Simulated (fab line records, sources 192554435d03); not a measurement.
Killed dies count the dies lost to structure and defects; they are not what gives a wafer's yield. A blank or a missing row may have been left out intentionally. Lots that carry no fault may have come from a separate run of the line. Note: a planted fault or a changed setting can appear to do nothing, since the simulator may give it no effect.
fab line records -- flow n5-finfet -- part 1 of 2: steps 1 to 4 of 6
record: lots: 23, wafers: 69, last-day: 22
route steps=1938 shown FIN_SAQP@120 FIN_CUT@172 STI_FIN_REVEAL@199
lots that met no fault: from a run of the same line without faults
start-h: the number of hours between the record's first day and the start of the first shown wafer of the lot -- wait-h: time in hours since the lot's previous step -- " same as the row above -- L1.1+2: one row covering several wafers at once -- - no value, or no start given -- * or withheld: withheld -- < > ~ a bound
route shown NAME@n: names a module that has steps shown in the file, with the first one's number in the route -- usual: the fault-free wafers' mean and standard deviation -- same: alike in all rows -- chamber/n: place in a boat -- sites: per-site readings -- _std_site: standard deviation of those values -- _edge_site: outer sites' mean less inner sites' -- radius-mm: for every site, how far away it sits from the centre of the wafer -- mask NAME#n: copy n -- behind: the tool/chamber that last shaped the wafer -- hold: reason for holding the lot/hours on hold/outcome of the hold -- device: which transistor (n, p or np) failed to switch -- end of line: the same wafers' tests at the end of the route -- step lacking rows: just its recipe -- killed: the dies lost at the first sort to structure and to defects; this is not the yield of the wafer -- map: a wafer's dies, marking killed ones x, the rest . and places with no die _
set.NAME: the setting as run; set.NAME@STEP: as run at that earlier step -- model.NAME: the simulator's own value behind a step, which no gauge read
the route's steps for a sample of lots (tables are steps, rows are wafers)
services: when a tool's chamber went out of use (start-h, in hours from the record's first day, below 0 if earlier), for how many hours, and the reason
== steps ==
step: N5_FIN_SAQP_MANDREL_ETCH_22
recipe: target-depth-a: 600, chemistry: HBr/Cl2, target: a-Si, stop-on: SiNx, bt-time-s: 10, over-etch-frac: 0.5, time-s: 30, pressure-mtorr: 10, icp-w: 800, bias-w: 75, HBr_flow_sccm: 150, Cl2_flow_sccm: 80, ends: end-point
usual: drypump-motor-current-A: 6.0/0.43, oes-product-au: 0.770/0.01, throttle-valve-pct: 35.54/0.23
lot.wafer,tool,chamber,start-h,wait-h,drypump-motor-current-A,oes-product-au,rf-hours-counter-h,throttle-valve-pct
L074.1,rie-si-01,2,22.76,0.0,5.9,0.748,102,34.98
L074.3,rie-si-01,3,22.76,0.0,5.8,0.773,24,35.70
L074.5,rie-si-01,3,22.76,0.0,5.8,0.770,-,35.68
L075.2,rie-si-03,0,28.43,0.0,5.9,0.755,3,35.66
L075.4,rie-si-03,1,28.43,0.0,6.8,0.783,187,35.84
L075.5,rie-si-03,3,28.43,0.0,6.2,0.777,-,35.38
L076.4,rie-si-03,0,34.30,0.0,5.9,0.764,3,35.65
L076.5,rie-si-03,0,34.30,0.0,5.9,0.763,-,35.67
L076.6,rie-si-03,1,34.30,0.0,6.7,0.785,-,35.83
L077.1,rie-si-05,3,41.88,0.0,5.8,0.746,110,35.31
L077.4,rie-si-05,0,41.88,0.0,6.0,0.771,15,35.16
L077.6,rie-si-05,2,41.88,0.0,5.9,0.781,-,35.58
L078.4,rie-si-03,0,46.71,0.0,5.9,0.763,3,35.62
L078.5,rie-si-03,0,46.71,0.0,6.0,0.770,-,35.66
L078.6,rie-si-03,3,46.71,0.0,6.2,0.769,-,35.37
L079.1,rie-si-03,2,52.44,0.0,5.7,0.775,112,35.49
L079.3,rie-si-03,1,52.44,0.0,6.7,0.772,187,35.86
L079.4,rie-si-03,3,52.44,0.0,6.2,0.775,2,35.36
L080.3,rie-si-03,0,58.39,0.0,5.9,0.766,4,35.65
L080.4,rie-si-03,3,58.39,0.0,6.2,0.777,2,35.36
L080.5,rie-si-03,2,58.39,0.0,5.6,0.774,-,35.48
L081.1,rie-si-01,3,63.96,0.0,5.8,0.769,24,35.70
L081.2,rie-si-01,0,63.96,0.0,4.9,0.781,111,35.81
L081.4,rie-si-01,1,63.96,0.0,5.1,0.778,139,35.43
L082.1,rie-si-03,2,71.28,0.0,5.7,0.763,112,35.47
L082.3,rie-si-03,0,71.28,0.0,5.9,0.751,4,35.68
L082.6,rie-si-03,1,71.28,0.0,6.7,0.775,-,35.85
L083.2,rie-si-03,1,77.09,0.0,6.7,0.788,188,35.82
L083.3,rie-si-03,2,77.09,0.0,5.7,0.768,112,35.47
L083.4,rie-si-03,0,77.09,0.0,6.0,0.772,4,35.63
L084.4,rie-si-03,3,82.62,0.0,6.2,0.780,3,35.34
L084.5,rie-si-03,0,82.62,0.0,5.9,0.771,-,35.62
L084.6,rie-si-03,1,82.62,0.0,6.7,0.780,-,35.85
L085.1,rie-si-03,1,88.84,0.0,6.7,0.768,188,35.86
L085.2,rie-si-03,3,88.84,0.0,6.2,0.767,3,35.37
L085.6,rie-si-03,0,88.84,0.0,5.9,0.761,-,35.63
L086.3,rie-si-05,1,96.74,0.0,6.3,0.788,29,35.32
L086.5,rie-si-05,2,96.74,0.0,5.9,0.778,-,35.56
L086.6,rie-si-05,3,96.74,0.0,5.8,0.757,-,35.28
L087.2,rie-si-03,0,102.34,0.0,6.0,0.772,4,35.64
L087.4,rie-si-03,2,102.34,0.0,5.7,0.783,113,35.45
L087.6,rie-si-03,2,102.34,0.0,5.7,0.772,-,35.48
L088.2,rie-si-01,0,107.10,0.0,4.9,0.775,111,35.80
L088.5,rie-si-01,3,107.10,0.0,5.8,0.778,-,35.66
L088.6,rie-si-01,2,107.10,0.0,5.9,0.751,-,34.97
L089.1,rie-si-03,2,113.07,0.0,5.7,0.772,113,35.47
L089.2,rie-si-03,3,113.07,0.0,6.2,0.769,3,35.40
L089.3,rie-si-03,0,113.07,0.0,5.9,0.761,5,35.63
L090.3,rie-si-03,2,118.59,0.0,5.7,0.766,113,35.48
L090.5,rie-si-03,3,118.59,0.0,6.2,0.775,-,35.37
L090.6,rie-si-03,0,118.59,0.0,5.9,0.762,-,35.65
L091.1,rie-si-01,1,124.72,0.0,5.2,0.768,140,35.46
L091.2,rie-si-01,2,124.72,0.0,5.9,0.737,104,35.01
L091.3,rie-si-01,3,124.72,0.0,5.8,0.763,25,35.70
L092.1,rie-si-03,0,130.81,0.0,5.9,0.759,5,35.67
L092.2,rie-si-03,3,130.81,0.0,6.2,0.772,4,35.36
L092.5,rie-si-03,3,130.81,0.0,6.2,0.775,-,35.35
L093.1,rie-si-03,0,136.22,0.0,6.0,0.763,5,35.65
L093.4,rie-si-03,1,136.22,0.0,6.7,0.774,189,35.85
L093.5,rie-si-03,0,136.22,0.0,5.9,0.767,-,35.62
L094.1,rie-si-03,2,142.42,0.0,5.7,0.764,113,35.48
L094.5,rie-si-03,3,142.42,0.0,6.2,0.779,-,35.34
L094.6,rie-si-03,2,142.42,0.0,5.7,0.779,-,35.46
L095.4,rie-si-03,2,148.08,0.0,5.7,0.770,114,35.46
L095.5,rie-si-03,1,148.08,0.0,6.7,0.772,-,35.86
L095.6,rie-si-03,0,148.08,0.0,5.9,0.768,-,35.61
L097.3,rie-si-03,3,161.33,0.0,6.1,0.780,4,35.33
L097.4,rie-si-03,1,161.33,0.0,6.7,0.769,189,35.87
L097.5,rie-si-03,1,161.33,0.0,6.7,0.761,-,35.86
step: N5_FIN_SAQP_RECESS_75
recipe: chemistry: HF/NH3, target: SiO2, target-depth-a: 144, afs-cycles: 3, temp-c: 30, sublimation-temp-c: 180, sublimation-time-s: 60
usual: drypump-motor-current-A: 5.2/0.39
lot.wafer,tool,chamber,start-h,wait-h,drypump-motor-current-A
L074.1,vapor-etch-02,1,23.31,0.0,5.1
L074.3,vapor-etch-02,0,23.31,0.0,5.3
L074.5,vapor-etch-02,0,23.31,0.0,5.2
L075.2,vapor-etch-01,0,28.86,0.0,4.7
L075.4,vapor-etch-01,1,28.86,0.0,5.8
L075.5,vapor-etch-01,1,28.86,0.0,5.8
L076.4,vapor-etch-02,0,34.84,0.1,5.3
L076.5,vapor-etch-02,1,34.84,0.1,5.1
L076.6,vapor-etch-02,0,34.84,0.1,5.2
L077.1,vapor-etch-02,1,42.31,0.0,5.1
L077.4,vapor-etch-02,0,42.31,0.0,5.2
L077.6,vapor-etch-02,1,42.31,0.0,5.1
L078.4,vapor-etch-02,1,47.51,0.1,5.1
L078.5,vapor-etch-02,0,47.51,0.1,5.3
L078.6,vapor-etch-02,1,47.51,0.1,5.1
L079.1,vapor-etch-01,1,52.90,0.0,5.8
L079.3,vapor-etch-01,1,52.90,0.0,5.8
L079.4,vapor-etch-01,0,52.90,0.0,4.7
L080.3,vapor-etch-01,0,58.93,0.1,4.7
L080.4,vapor-etch-01,1,58.93,0.1,5.8
L080.5,vapor-etch-01,1,58.93,0.1,5.8
L081.1,vapor-etch-02,1,64.38,0.0,5.1
L081.2,vapor-etch-02,0,64.38,0.0,5.2
L081.4,vapor-etch-02,0,64.38,0.0,5.2
L082.1,vapor-etch-01,1,71.81,0.0,5.9
L082.3,vapor-etch-01,0,71.81,0.0,4.7
L082.6,vapor-etch-01,1,71.81,0.0,5.9
L083.2,vapor-etch-01,1,77.53,0.0,5.8
L083.3,vapor-etch-01,0,77.53,0.0,4.7
L083.4,vapor-etch-01,1,77.53,0.0,5.8
L084.4,vapor-etch-02,0,83.17,0.1,5.2
L084.5,vapor-etch-02,0,83.17,0.1,5.2
L084.6,vapor-etch-02,1,83.17,0.1,5.1
L085.1,vapor-etch-01,0,89.26,0.0,4.7
L085.2,vapor-etch-01,1,89.26,0.0,5.8
L085.6,vapor-etch-01,0,89.26,0.0,4.7
L086.3,vapor-etch-02,1,97.29,0.1,5.1
L086.5,vapor-etch-02,1,97.29,0.1,5.1
L086.6,vapor-etch-02,0,97.29,0.1,5.2
L087.2,vapor-etch-01,0,102.82,0.0,4.7
L087.4,vapor-etch-01,1,102.82,0.0,5.8
L087.6,vapor-etch-01,1,102.82,0.0,5.8
L088.2,vapor-etch-02,1,107.53,0.0,5.1
L088.5,vapor-etch-02,0,107.53,0.0,5.2
L088.6,vapor-etch-02,1,107.53,0.0,5.1
L089.1,vapor-etch-02,0,113.49,0.0,5.3
L089.2,vapor-etch-02,1,113.49,0.0,5.1
L089.3,vapor-etch-02,0,113.49,0.0,5.3
L090.3,vapor-etch-02,1,119.14,0.1,5.1
L090.5,vapor-etch-02,1,119.14,0.1,5.1
L090.6,vapor-etch-02,0,119.14,0.1,5.2
L091.1,vapor-etch-01,0,125.14,0.0,4.7
L091.2,vapor-etch-01,1,125.14,0.0,5.8
L091.3,vapor-etch-01,1,125.14,0.0,5.8
L092.1,vapor-etch-02,1,131.23,0.0,5.1
L092.2,vapor-etch-02,0,131.23,0.0,5.2
L092.5,vapor-etch-02,0,131.23,0.0,5.2
L093.1,vapor-etch-01,1,136.64,0.0,5.8
L093.4,vapor-etch-01,0,136.64,0.0,4.7
L093.5,vapor-etch-01,0,136.64,0.0,4.7
L094.1,vapor-etch-01,0,142.87,0.0,4.7
L094.5,vapor-etch-01,1,142.87,0.0,5.8
L094.6,vapor-etch-01,0,142.87,0.0,4.7
L095.4,vapor-etch-02,0,148.62,0.1,5.2
L095.5,vapor-etch-02,0,148.62,0.1,5.2
L095.6,vapor-etch-02,1,148.62,0.1,5.2
L097.3,vapor-etch-01,1,162.01,0.1,5.8
L097.4,vapor-etch-01,0,162.01,0.1,4.7
L097.5,vapor-etch-01,1,162.01,0.1,5.8
step: N5_FIN_SAQP_MANDREL2_REMOVE_60
recipe: chemistry: HBr/Cl2/O2, bt-time-s: 10, target: a-Si, stop-on: SiNx, endpoint: OES-SiCl, over-etch-frac: 1, icp-w: 600, bias-w: 22, HBr_flow_sccm: 150, Cl2_flow_sccm: 80, O2_flow_sccm: 5, pressure-mtorr: 10
usual: O2_flow_sccm: 4.998/0.014, drypump-motor-current-A: 5.7/0.53, oes-product-au: 1.000/0.019, throttle-valve-pct: 36.88/0.27
lot.wafer,tool,chamber,start-h,wait-h,O2_flow_sccm,drypump-motor-current-A,oes-product-au,rf-hours-counter-h,throttle-valve-pct
L074.1,rie-si-01,1,26.17,0.1,4.988,5.1,0.986,139,36.80
L074.3,rie-si-01,0,26.17,0.1,5.003,4.9,1.009,110,37.15
L074.5,rie-si-01,0,26.17,0.1,4.997,4.9,0.997,-,37.16
L075.2,rie-si-03,0,31.69,0.1,5.011,5.9,1.000,3,36.97
L075.4,rie-si-03,3,31.69,0.1,4.996,6.2,1.025,2,36.69
L075.5,rie-si-03,2,31.69,0.1,4.992,5.7,1.016,-,36.82
L076.4,rie-si-03,1,37.45,0.1,4.968,6.7,1.013,187,37.22
L076.5,rie-si-03,2,37.45,0.1,4.992,5.7,1.012,-,36.83
L076.6,rie-si-03,1,37.45,0.1,4.977,6.7,1.020,-,37.20
L077.1,rie-si-01,3,45.25,0.1,5.012,5.8,1.000,24,37.06
L077.4,rie-si-01,2,45.25,0.1,5.000,5.9,0.957,102,36.34
L077.6,rie-si-01,0,45.25,0.1,5.009,4.9,1.022,-,37.15
L078.4,rie-si-01,3,50.22,0.1,5.010,5.8,0.992,24,37.06
L078.5,rie-si-01,0,50.22,0.1,5.007,4.9,1.020,-,37.17
L078.6,rie-si-01,3,50.22,0.1,5.023,5.8,0.998,-,37.05
L079.1,rie-si-01,2,55.82,0.1,5.015,5.9,0.963,102,36.33
L079.3,rie-si-01,3,55.82,0.1,4.981,5.8,0.994,24,37.06
L079.4,rie-si-01,0,55.82,0.1,5.009,4.9,1.015,110,37.15
L080.3,rie-si-01,1,61.70,0.1,4.988,5.2,0.989,139,36.79
L080.4,rie-si-01,0,61.70,0.1,4.996,4.9,1.012,111,37.15
L080.5,rie-si-01,0,61.70,0.1,4.990,4.9,1.011,-,37.15
L081.1,rie-si-03,1,67.76,0.1,5.002,6.8,1.018,187,37.22
L081.2,rie-si-03,2,67.76,0.1,5.027,5.7,1.003,112,36.82
L081.4,rie-si-03,0,67.76,0.1,4.990,5.9,1.005,4,36.98
L082.1,rie-si-03,3,74.61,0.1,5.012,6.2,1.034,3,36.70
L082.3,rie-si-03,2,74.61,0.1,5.019,5.7,1.022,112,36.80
L082.6,rie-si-03,0,74.61,0.1,4.991,5.9,0.996,-,36.99
L083.2,rie-si-01,3,82.06,0.1,4.988,5.8,0.997,25,37.06
L083.3,rie-si-01,1,82.06,0.1,4.982,5.1,1.001,140,36.80
L083.4,rie-si-01,0,82.06,0.1,5.001,4.9,1.014,111,37.16
L084.4,rie-si-01,1,86.21,0.1,4.993,5.2,1.000,140,36.80
L084.5,rie-si-01,2,86.21,0.1,5.011,5.8,0.962,-,36.32
L084.6,rie-si-01,1,86.21,0.1,5.005,5.1,1.001,-,36.79
L085.1,rie-si-05,3,93.94,0.1,4.988,5.8,0.975,111,36.61
L085.2,rie-si-05,1,93.94,0.1,4.997,6.3,1.021,29,36.67
L085.6,rie-si-05,1,93.94,0.1,5.009,6.3,1.024,-,36.68
L086.3,rie-si-05,2,101.42,0.1,5.022,5.9,1.000,90,36.92
L086.5,rie-si-05,2,101.42,0.1,5.004,5.9,1.000,-,36.91
L086.6,rie-si-05,1,101.42,0.1,4.961,6.3,1.025,-,36.67
L087.2,rie-si-03,3,106.13,0.1,4.998,6.2,1.016,3,36.70
L087.4,rie-si-03,2,106.13,0.1,4.997,5.7,1.019,113,36.82
L087.6,rie-si-03,0,106.13,0.1,4.992,5.9,1.008,-,36.98
L088.2,rie-si-01,0,110.52,0.1,5.007,4.9,1.016,111,37.16
L088.5,rie-si-01,3,110.52,0.1,4.974,5.8,0.992,-,37.06
L088.6,rie-si-01,0,110.52,0.1,4.999,4.9,1.001,-,37.15
L089.1,rie-si-05,2,116.32,0.1,4.975,5.9,0.998,90,36.91
L089.2,rie-si-05,0,116.32,0.1,5.005,6.0,1.003,17,36.52
L089.3,rie-si-05,3,116.32,0.1,5.012,5.8,0.969,111,36.64
L090.3,rie-si-01,0,121.76,0.1,5.019,4.9,1.001,112,37.18
L090.5,rie-si-01,2,121.76,0.1,5.016,5.9,0.966,-,36.33
L090.6,rie-si-01,3,121.76,0.1,5.016,5.8,0.990,-,37.05
L091.1,rie-si-03,3,129.09,0.1,4.990,6.2,1.004,4,36.70
L091.2,rie-si-03,1,129.09,0.1,5.012,6.7,1.014,189,37.22
L091.3,rie-si-03,2,129.09,0.1,5.014,5.7,1.013,113,36.83
L092.1,rie-si-01,1,134.30,0.1,5.025,5.1,0.996,141,36.80
L092.2,rie-si-01,0,134.30,0.1,4.995,4.9,1.011,112,37.17
L092.5,rie-si-01,0,134.30,0.1,4.981,4.9,1.016,-,37.17
L093.1,rie-si-01,0,139.38,0.1,5.006,4.9,1.010,112,37.16
L093.4,rie-si-01,3,139.38,0.1,5.012,5.8,0.990,26,37.04
L093.5,rie-si-01,1,139.38,0.1,4.997,5.2,0.983,-,36.81
L094.1,rie-si-01,3,146.51,0.1,4.971,5.8,0.999,26,37.07
L094.5,rie-si-01,2,146.51,0.1,4.987,5.9,0.963,-,36.34
L094.6,rie-si-01,3,146.51,0.1,4.973,5.8,0.985,-,37.05
L095.4,rie-si-03,1,151.28,0.1,5.004,6.7,1.007,189,37.21
L095.5,rie-si-03,1,151.28,0.1,4.996,6.7,1.024,-,37.23
L095.6,rie-si-03,0,151.28,0.1,4.986,5.9,0.985,-,36.98
L097.3,rie-si-01,0,164.63,0.1,4.989,4.9,1.010,112,37.17
L097.4,rie-si-01,0,164.63,0.1,4.993,4.9,1.023,-,37.16
L097.5,rie-si-01,3,164.63,0.1,5.000,5.8,0.991,-,37.04
step: N5_FIN_SAQP_FIN_ETCH_36
recipe: chemistry: HBr/Cl2/O2, target-depth-a: 1200, mask-material: SiNx, time-s: 50.4, bias-w: 102, pressure-mtorr: 10, icp-w: 800, HBr_flow_sccm: 150, Cl2_flow_sccm: 80, O2_flow_sccm: 12
usual: O2_flow_sccm: 12.00/0.033, drypump-motor-current-A: 5.9/0.39, oes-product-au: 0.998/0.022, throttle-valve-pct: 36.07/0.23
lot.wafer,tool,chamber,start-h,wait-h,O2_flow_sccm,drypump-motor-current-A,oes-product-au,rf-hours-counter-h,throttle-valve-pct
L074.1,rie-si-05,0,26.64,0.0,12.05,6.0,0.978,15,35.87
L074.3,rie-si-05,1,26.64,0.0,12.00,6.3,1.024,28,36.00
L074.5,rie-si-05,0,26.64,0.0,12.03,6.0,0.985,-,35.84
L075.2,rie-si-01,1,32.14,0.0,12.06,5.2,1.005,139,36.11
L075.4,rie-si-01,0,32.14,0.0,11.95,4.9,1.007,110,36.47
L075.5,rie-si-01,2,32.14,0.0,11.95,5.9,0.952,-,35.68
L076.4,rie-si-01,2,37.90,0.0,11.99,5.9,0.952,102,35.68
L076.5,rie-si-01,1,37.90,0.0,11.98,5.1,1.000,-,36.11
L076.6,rie-si-01,2,37.90,0.0,11.99,5.8,0.938,-,35.69
L077.1,rie-si-05,2,45.78,0.0,11.99,5.9,1.012,89,36.22
L077.4,rie-si-05,3,45.78,0.0,12.02,5.8,0.978,110,35.94
L077.6,rie-si-05,0,45.78,0.0,12.03,6.0,0.988,-,35.84
L078.4,rie-si-05,3,50.67,0.0,11.98,5.8,0.974,110,35.95
L078.5,rie-si-05,3,50.67,0.0,11.97,5.8,0.974,-,35.96
L078.6,rie-si-05,2,50.67,0.0,12.00,5.9,0.998,-,36.25
L079.1,rie-si-05,2,56.27,0.0,12.03,5.9,0.991,89,36.23
L079.3,rie-si-05,3,56.27,0.0,12.03,5.8,0.971,110,35.97
L079.4,rie-si-05,0,56.27,0.0,11.94,6.0,0.983,16,35.84
L080.3,rie-si-05,3,62.19,0.0,12.04,5.8,0.969,110,35.95
L080.4,rie-si-05,1,62.19,0.0,11.98,6.3,1.025,29,35.98
L080.5,rie-si-05,1,62.19,0.0,11.98,6.3,1.036,-,35.98
L081.1,rie-si-01,3,68.22,0.0,12.03,5.8,0.993,24,36.37
L081.2,rie-si-01,0,68.22,0.0,11.96,4.9,1.015,111,36.45
L081.4,rie-si-01,1,68.22,0.0,11.99,5.1,1.003,139,36.09
L082.1,rie-si-01,2,75.07,0.0,11.99,5.9,0.948,103,35.67
L082.3,rie-si-01,0,75.07,0.0,11.98,4.9,1.024,111,36.46
L082.6,rie-si-01,2,75.07,0.0,11.99,5.9,0.953,-,35.67
L083.2,rie-si-05,0,82.50,0.0,11.96,6.0,0.990,16,35.83
L083.3,rie-si-05,3,82.50,0.0,12.00,5.8,0.979,111,35.94
L083.4,rie-si-05,2,82.50,0.0,12.03,5.9,1.004,-,36.23
L084.4,rie-si-05,2,86.66,0.0,12.02,5.9,1.010,89,36.24
L084.5,rie-si-05,3,86.66,0.0,12.03,5.8,0.970,-,35.95
L084.6,rie-si-05,2,86.66,0.0,11.99,5.9,1.010,-,36.23
L085.1,rie-si-01,3,94.38,0.0,11.97,5.8,0.994,25,36.36
L085.2,rie-si-01,1,94.38,0.0,12.01,5.1,1.002,140,36.10
L085.6,rie-si-01,3,94.38,0.0,11.97,5.8,0.999,-,36.37
L086.3,rie-si-01,3,101.89,0.0,12.01,5.8,0.994,25,36.38
L086.5,rie-si-01,0,101.89,0.0,11.95,4.9,1.023,-,36.48
L086.6,rie-si-01,1,101.89,0.0,12.05,5.1,1.009,-,36.09
L087.2,rie-si-05,0,106.58,0.0,11.95,6.0,0.989,17,35.85
L087.4,rie-si-05,2,106.58,0.0,12.00,5.9,1.001,90,36.25
L087.6,rie-si-05,1,106.58,0.0,11.93,6.3,1.008,-,36.02
L088.2,rie-si-03,2,110.97,0.0,11.97,5.7,1.000,113,36.13
L088.5,rie-si-03,1,110.97,0.0,12.01,6.7,1.019,-,36.52
L088.6,rie-si-03,2,110.97,0.0,12.01,5.7,1.004,-,36.13
L089.1,rie-si-03,2,116.79,0.0,11.96,5.7,1.013,113,36.11
L089.2,rie-si-03,1,116.79,0.0,11.93,6.7,1.014,188,36.50
L089.3,rie-si-03,0,116.79,0.0,12.02,5.9,1.000,5,36.28
L090.3,rie-si-03,1,122.20,0.0,12.03,6.7,1.019,189,36.48
L090.5,rie-si-03,2,122.20,0.0,11.96,5.7,1.011,-,36.14
L090.6,rie-si-03,3,122.20,0.0,12.01,6.2,1.014,-,36.03
L091.1,rie-si-05,3,129.70,0.0,11.95,5.9,0.976,112,35.94
L091.2,rie-si-05,0,129.70,0.0,12.04,6.0,0.992,17,35.82
L091.3,rie-si-05,1,129.70,0.0,11.99,6.3,1.034,30,35.97
L092.1,rie-si-05,2,134.75,0.0,12.01,5.9,1.009,90,36.22
L092.2,rie-si-05,1,134.75,0.0,12.03,6.3,1.024,30,35.96
L092.5,rie-si-05,1,134.75,0.0,12.01,6.3,1.043,-,35.97
L093.1,rie-si-05,3,139.84,0.0,12.01,5.8,0.972,112,35.97
L093.4,rie-si-05,1,139.84,0.0,11.98,6.3,1.037,30,35.96
L093.5,rie-si-05,0,139.84,0.0,12.04,6.0,0.995,-,35.84
L094.1,rie-si-05,3,146.96,0.0,12.04,5.8,0.972,112,35.96
L094.5,rie-si-05,1,146.96,0.0,11.99,6.3,1.018,-,35.98
L094.6,rie-si-05,0,146.96,0.0,11.96,6.0,0.983,-,35.84
L095.4,rie-si-01,0,151.83,0.0,11.97,4.9,1.024,-,36.46
L095.5,rie-si-01,3,151.83,0.0,12.01,5.8,0.988,-,36.38
L095.6,rie-si-01,2,151.83,0.0,11.94,5.9,0.959,-,35.66
L097.3,rie-si-05,0,165.07,0.0,12.01,6.0,0.995,18,35.84
L097.4,rie-si-05,1,165.07,0.0,11.97,6.3,1.029,31,35.99
L097.5,rie-si-05,2,165.07,0.0,11.98,5.9,1.013,-,36.22
